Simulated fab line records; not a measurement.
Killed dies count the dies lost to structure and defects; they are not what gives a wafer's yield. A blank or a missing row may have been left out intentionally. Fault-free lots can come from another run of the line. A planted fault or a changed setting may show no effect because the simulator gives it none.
2 desks looking at one fault -- flow n5-finfet -- each desk has only its own numbers; what lay behind them comes last

== TOOL OWNER'S DESK, thermal-cvd-si-01 ==
The tool's own readings at N5_HKMG_FIN_CVD_62 (deposits a-Si from Si2H6, target thk 3 nm, time 20.8 s): means of the sampled wafers that have a number, for each lot that ran on this tool. If a lot's mean is further than 4 standard deviations from the usual mean, the lot is out of limits and carries the mark OUT (the distance appears in the brackets).
Columns: A = heater-power-w at N5_HKMG_FIN_CVD_62, usual 1418 W
lot,first seen here,A
L895,day 4 12:44,1488
L897,day 5 01:48,1484
L901,day 6 02:22,1505
L903,day 6 15:53,1621
L905,day 7 04:02,1788
L907,day 7 13:22,1511
L912,day 8 23:14,1566
L914,day 9 07:39,1367
L916,day 9 20:08,1580
This desk's finding: nothing out of limits on any of the 9 lots.

== THE METROLOGY DESK ==
What the gauges read for every lot (on any tool): the sampled wafers with a number, averaged. If a lot's mean is further than 4 standard deviations from the usual mean, the lot is out of limits and carries the mark OUT (the distance appears in the brackets). Readings shown: 7 out of 22 (the first out of limits, and those lying furthest out on some lot).
Columns: A = IOFF_N_LONG at N5_BEOL_M4_RC_MEAS_101, usual 5.54e-05 nA/um; B = IOFF_P at N5_BEOL_M4_RC_MEAS_101, usual 0.21 nA/um; C = IOFF_P_85C at N5_BEOL_M4_RC_MEAS_101, usual 3.6 nA/um; D = IOFF_P_LIN at N5_BEOL_M4_RC_MEAS_101, usual 0.099 nA/um; E = VT_N at N5_BEOL_M4_RC_MEAS_101, usual 250 mV; F = VT_N_LONG at N5_BEOL_M4_RC_MEAS_101, usual 274.7 mV; G = VT_N_LVT at N5_BEOL_M4_RC_MEAS_101, usual 98 mV
lot,first seen here,A,B,C,D,E,F,G
L894,day 8 07:31,5.36e-05,0.22,3.8,0.102,248,277.0,98
L895,day 8 18:02,5.35e-05,0.17,2.9,0.082,253,276.2,101
L897,day 9 09:04,5.51e-05,0.23,4.0,0.107,247,274.0,94
L901,day 10 12:10,5.51e-05,0.23,3.8,0.108,251,275.3,99
L903,day 10 18:57,5.16e-05,0.17,3.1,0.085,253,278.3,100
L905,day 11 10:46,5.62e-05,0.19,3.3,0.092,251,273.3,97
L907,day 11 13:50,5.63e-05,0.21,3.6,0.097,247,273.3,97
L912,day 12 20:27,3.92e-05 (-6.8) OUT,0.65 (+13) OUT,9.2 (+11) OUT,0.312 (+16) OUT,300 (+16) OUT,323.9 (+25) OUT,149 (+16) OUT
L914,day 13 12:44,2.35e-05 (-13) OUT,1.49 (+38) OUT,19.1 (+30) OUT,0.711 (+47) OUT,359 (+35) OUT,382.8 (+54) OUT,208 (+36) OUT
L916,day 13 22:20,3.97e-05 (-6.5) OUT,0.64 (+13) OUT,8.8 (+10) OUT,0.291 (+15) OUT,285 (+11) OUT,312.8 (+19) OUT,134 (+11) OUT
This desk's result: L912, L914, L916 out of limits, first on L912 (IOFF_N_LONG at N5_BEOL_M4_RC_MEAS_101), day 12 20:27. Within limits: L894, L895, L897, L901, L903, L905, L907.

== BROUGHT TOGETHER ==
On L912, L914, L916, the metrology desk was in a position to raise an alarm at day 12 20:27.
The tool owner's desk saw nothing out of limits.
The tool owner's desk has L912, L914, L916 on record, within its limits.
All the named lots went through N5_HKMG_FIN_CVD_62 on thermal-cvd-si-01.

== WHAT THE SIMULATOR PUT IN ==
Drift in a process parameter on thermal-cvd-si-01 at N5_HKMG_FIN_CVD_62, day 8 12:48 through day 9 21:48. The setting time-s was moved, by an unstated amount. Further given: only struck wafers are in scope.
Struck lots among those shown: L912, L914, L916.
Time in hours between the start of the fault and the first out-of-limits reading at each desk: metrology desk, 104.
